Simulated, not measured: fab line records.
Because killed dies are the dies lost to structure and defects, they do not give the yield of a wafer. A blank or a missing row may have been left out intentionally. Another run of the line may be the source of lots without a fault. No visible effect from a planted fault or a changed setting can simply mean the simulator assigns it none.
fab line records    flow n5-finfet
record lots=11  wafers=33  last-day=17
route steps=1938 shown BEOL_M9@1463 BEOL_M10@1475
lots that met no fault: from a run of the same line without faults
start-h: the number of hours between the record's first day and the start of the first shown wafer of the lot    wait-h: hours since the lot's step before    " as in the row above    L1.1+2: a row that stands for several wafers    - no value present, or no start provided    * or withheld: withheld    < > ~ a bound
route shown NAME@n: NAME is a module with steps in the file, n the number in the route of the first one    usual: the fault-free wafers' mean and standard deviation    same: alike in all rows    chamber/n: place in a boat    sites: readings site by site    _std_site: their standard deviation    _edge_site: inner sites' mean taken away from outer sites' mean    radius-mm: for every site, how far away it sits from the centre of the wafer    mask NAME#n: copy n    behind: the tool/chamber that last shaped the wafer    hold: why the lot was held/for how many hours/how that ended    device: names the non-switching transistor (n, p or np)    end of line: the same wafers' tests at the end of the route    for a step that has no rows: nothing shown but its recipe    killed: dies that structure and defects cost at the first sort, which is not the same as the wafer's yield    map: a wafer's dies, marking killed ones x, the rest . and places with no die _
set.NAME: the setting as run; set.NAME@STEP: as run at that earlier step    model.NAME: the simulator's own value behind a step, which no gauge read
route steps across a sampled set of lots; one table per step, one row per wafer
services: from which hour (start-h, from the record's first day; less than 0 if before it) a tool's chamber was out of use, for how many hours, and why
## steps
# step N5_BEOL_M9_ANNEAL_51
# recipe temp-c=225  time-s=90  ambient=N2
# usual wafer_temp_C_max=226.24/0.27
lot.wafer  tool           chamber  start-h  wait-h  wafer_temp_C_max
L935.1     rtp-anneal-01  0        223.80   0.1     225.88
L935.2     "              0        "        "       226.00
L935.4     "              0        "        "       226.03
L934.1     rtp-anneal-02  0        226.17   0.2     225.84
L934.2     "              0        "        "       226.07
L934.4     "              0        "        "       226.20
L936.1     rtp-anneal-02  0        228.11   0.6     226.42
L936.5     "              0        "        "       226.23
L936.6     "              0        "        "       226.87
L937.1     rtp-anneal-02  0        234.04   0.2     226.02
L937.2     "              0        "        "       226.29
L937.3     "              0        "        "       226.45
L938.1     rtp-anneal-02  0        234.31   0.1     226.30
L938.2     "              0        "        "       225.94
L938.3     "              0        "        "       226.18
L939.2     rtp-anneal-02  0        256.00   0.2     226.12
L939.5     "              0        "        "       226.65
L939.6     "              0        "        "       226.20
L947.1     rtp-anneal-02  0        288.72   0.1     226.36
L947.3     "              0        "        "       226.54
L947.4     "              0        "        "       226.08
L946.3     rtp-anneal-02  0        291.22   0.1     225.56
L946.5     "              0        "        "       226.16
L946.6     "              0        "        "       226.87
L955.2     rtp-anneal-02  0        343.67   0.6     226.06
L955.4     "              0        "        "       226.08
L955.6     "              0        "        "       226.02
L956.3     rtp-anneal-02  0        353.91   0.1     226.26
L956.4     "              0        "        "       226.36
L956.5     "              0        "        "       226.19
L954.1     rtp-anneal-02  0        354.14   0.1     226.47
L954.4     "              0        "        "       226.17
L954.6     "              0        "        "       226.74
# step N5_BEOL_M9_CMP_52
# recipe stop-on=SiCOH_lowk  t-overpolish-s=7  down-force-psi=1  platen-rpm=50  clearing-platen-down-force-psi=1.5  clearing-platen-rpm=50  post-cmp-clean=cu-alkaline  target-thk-nm=140  clearing-platen-pad-velocity-m-s=0.99484  pad-velocity-m-s=0.99484
# usual barrier-field-endpoint-s=28.8/0.6  motor-current-A=5.9/0.82  overpolish-run-s=6.999/0.0089  platen-rpm=50.00/0.038  slurry-flow-ml-min=149.9/0.51  time-to-endpoint-s=65.6/2.6
lot.wafer  tool    chamber  start-h  wait-h  barrier-field-endpoint-s  motor-current-A  overpolish-run-s  platen-rpm  slurry-flow-ml-min  time-to-endpoint-s
L935.1     cmp-04  1        224.09   0.3     28.6                      5.0              7.000             50.03       150.3               63.5
L935.2     "       2        "        "       27.8                      7.0              6.984             49.94       151.4               59.5
L935.4     "       0        "        "       28.8                      5.5              6.991             49.95       150.2               67.3
L934.1     cmp-04  2        226.48   0.3     28.5                      7.2              7.007             50.04       149.5               61.4
L934.4     "       3        "        "       28.8                      5.6              7.016             49.99       150.6               64.9
L934.2     "       0        "        "       30.1                      5.6              6.987             50.01       150.4               71.4
L936.1     cmp-01  3        228.45   0.3     28.3                      4.9              7.000             50.05       149.6               63.6
L936.6     "       2        "        "       29.9                      6.7              7.008             49.99       150.5               68.3
L936.5     "       3        "        "       28.8                      5.1              6.996             50.03       150.2               64.6
L937.2     cmp-04  1        234.33   0.2     28.2                      5.1              6.995             50.02       149.6               66.5
L937.3     "       2        "        "       28.3                      7.0              6.983             49.96       149.4               62.2
L937.1     "       0        "        "       27.9                      5.8              7.000             50.04       150.6               64.2
L938.2     cmp-01  0        234.62   0.2     29.4                      7.7              6.988             49.99       150.2               66.9
L938.3     "       1        "        "       28.4                      4.8              6.999             49.94       149.2               67.0
L938.1     "       3        "        "       28.7                      5.1              7.002             50.06       150.2               63.0
L939.2     cmp-04  2        256.56   0.5     28.9                      7.0              6.984             50.01       149.5               63.3
L939.6     "       0        "        "       29.0                      5.6              6.999             50.00       150.1               65.0
L939.5     "       1        "        "       28.2                      5.1              6.981             50.07       150.6               64.3
L947.1     cmp-04  1        289.01   0.3     28.4                      4.9              7.004             50.03       150.4               65.1
L947.4     "       2        "        "       27.7                      6.9              7.023             49.99       150.0               63.4
L947.3     "       3        "        "       28.1                      5.6              6.994             50.04       150.4               64.1
L946.3     cmp-04  3        291.50   0.2     29.2                      5.7              6.996             50.00       149.4               65.8
L946.5     "       1        "        "       28.8                      5.0              6.987             49.96       149.1               65.5
L946.6     "       2        "        "       28.8                      6.7              7.006             49.95       149.8               65.1
L955.4     cmp-04  2        343.94   0.1     28.6                      7.2              7.002             50.01       149.4               62.1
L955.2     "       1        "        "       28.5                      4.9              6.999             49.97       149.7               62.5
L955.6     "       2        "        "       28.6                      6.6              7.019             50.02       149.6               62.5
L956.3     cmp-03  0        354.15   0.2     28.3                      5.5              6.994             49.99       150.1               64.1
L956.4     "       2        "        "       29.2                      6.8              7.002             49.95       149.9               64.6
L956.5     "       0        "        "       29.6                      5.6              6.995             50.06       150.3               69.9
L954.1     cmp-01  0        354.47   0.3     29.0                      7.1              6.993             50.00       150.7               71.6
L954.4     "       2        "        "       28.5                      6.8              7.000             49.94       150.7               68.9
L954.6     "       0        "        "       29.7                      7.1              6.999             49.93       149.8               71.3
# step N5_BEOL_M10_COAT_59
# recipe resist=SOC  temp-c=250  time-s=60  spin-rpm=1500  resist-thk-nm=100
# usual heater-power-total-W=500.4/1.8  plate-temp-C=250.02/0.15
lot.wafer  tool            chamber  start-h  wait-h  heater-power-total-W  plate-temp-C
L935.1     litho-track-05  0        226.25   0.1     502.9                 250.02
L935.2     "               0        "        "       497.7                 250.04
L935.4     "               0        "        "       497.4                 250.09
L934.1     litho-track-03  0        229.22   0.1     498.0                 250.02
L934.2     "               0        "        "       497.4                 249.98
L934.4     "               0        "        "       499.4                 250.02
L936.1     litho-track-03  0        229.92   0.1     502.2                 249.99
L936.5     "               0        "        "       499.3                 249.90
L936.6     "               0        "        "       501.8                 249.80
L937.1     litho-track-05  0        236.45   0.1     501.8                 249.77
L937.2     "               0        "        "       499.6                 249.91
L937.3     "               0        "        "       500.7                 249.86
L938.1     litho-track-03  0        236.84   0.1     498.6                 249.88
L938.2     "               0        "        "       499.0                 250.01
L938.3     "               0        "        "       502.1                 250.05
L939.2     litho-track-05  0        258.15   0.1     501.1                 249.99
L939.5     "               0        "        "       500.9                 250.25
L939.6     "               0        "        "       502.5                 249.97
L947.1     litho-track-03  0        291.18   0.1     472.8                 238.49
L947.3     "               0        "        "       471.2                 238.61
L947.4     "               0        "        "       473.3                 238.25
L946.3     litho-track-03  0        292.75   0.1     472.0                 238.60
L946.5     "               0        "        "       471.7                 238.59
L946.6     "               0        "        "       473.4                 238.42
L955.2     litho-track-05  0        348.95   0.1     500.9                 249.93
L955.4     "               0        "        "       498.6                 249.93
L955.6     "               0        "        "       498.9                 250.23
L956.3     litho-track-05  0        356.16   0.1     501.1                 250.14
L956.4     "               0        "        "       501.3                 250.33
L956.5     "               0        "        "       498.5                 250.17
L954.1     litho-track-05  0        356.27   0.1     502.4                 250.13
L954.4     "               0        "        "       501.5                 250.09
L954.6     "               0        "        "       499.3                 250.09
# step N5_BEOL_M10_OVL_MEAS_12
# recipe points-per-wafer=44
# usual M10_OVL=-0.5/0.74
# same points-per-wafer=44
lot.wafer  tool        chamber  start-h  wait-h  M10_OVL[nm]
L935.1     overlay-02  0        226.53   0.0     -0.6
L935.2     "           0        "        "       -0.7
L935.4     "           0        "        "       -0.6
L934.1     overlay-02  0        229.62   0.0     -0.1
L934.2     "           0        "        "       -0.9
L934.4     "           0        "        "       0.4
L936.1     overlay-02  0        230.20   0.0     -1.9
L936.5     "           0        "        "       -1.2
L936.6     "           0        "        "       -0.2
L937.1     overlay-02  0        236.72   0.0     -0.8
L937.2     "           0        "        "       -0.3
L937.3     "           0        "        "       -1.8
L938.1     overlay-01  0        237.24   0.0     -0.3
L938.2     "           0        "        "       -0.9
L938.3     "           0        "        "       -1.7
L939.2     overlay-02  0        258.55   0.0     0.1
L939.5     "           0        "        "       -0.4
L939.6     "           0        "        "       -0.3
L947.1     overlay-02  0        291.58   0.0     -2.2
L947.3     "           0        "        "       -2.4
L947.4     "           0        "        "       -0.7
L946.3     overlay-01  0        293.03   0.0     -0.1
L946.5     "           0        "        "       -0.9
L946.6     "           0        "        "       0.2
L955.2     overlay-01  0        349.35   0.0     -1.3
L955.4     "           0        "        "       -0.5
L955.6     "           0        "        "       -1.6
L956.3     overlay-02  0        356.44   0.0     0.0
L956.4     "           0        "        "       -0.1
L956.5     "           0        "        "       -1.8
L954.1     overlay-02  0        356.55   0.0     0.1
L954.4     "           0        "        "       0.0
L954.6     "           0        "        "       0.1
## services
tool           chamber  start-h  hours  kind
cmp-03         -        204.75   0.8    repair
cmp-01         -        213.82   4.0    pm
cmp-04         -        217.47   0.5    repair
cmp-01         -        217.82   -      consumable-replace:conditioner
cmp-01         -        217.82   -      consumable-replace:pad
cmp-04         -        257.09   2.7    pm
cmp-03         -        288.14   4.0    pm
cmp-03         -        292.14   -      consumable-replace:conditioner
cmp-03         -        292.14   -      consumable-replace:pad
cmp-01         -        292.42   2.4    repair
rtp-anneal-01  -        299.43   6.0    pm
cmp-04         -        310.86   17.0   pm
cmp-04         -        331.06   4.0    pm
cmp-04         -        335.06   -      consumable-replace:conditioner
cmp-04         -        335.06   -      consumable-replace:pad
cmp-04         -        335.59   0.7    repair
## key
first-sign step=N5_BEOL_M10_COAT_59  reading=plate-temp-C  direction=down  sigmas=74  usual=*  struck=*
effect step=N5_BEOL_M10_COAT_59  reading=heater-power-total-W  direction=down  sigmas=16  usual=*  struck=*
met-at N5_BEOL_M10_COAT_59
struck-lots L946,L947
not-acting-at N5_BEOL_M9_ANNEAL_51,N5_BEOL_M9_CMP_52,N5_BEOL_M10_OVL_MEAS_12
onset-between 236.84 291.18
fault kind=process-parameter-drift  tool=litho-track-03  chamber=-  onset-h=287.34  steps=N5_BEOL_M10_COAT_59  channel=temp-c  offset=*  shape=step  end-h=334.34  acts-in=*  stated=*
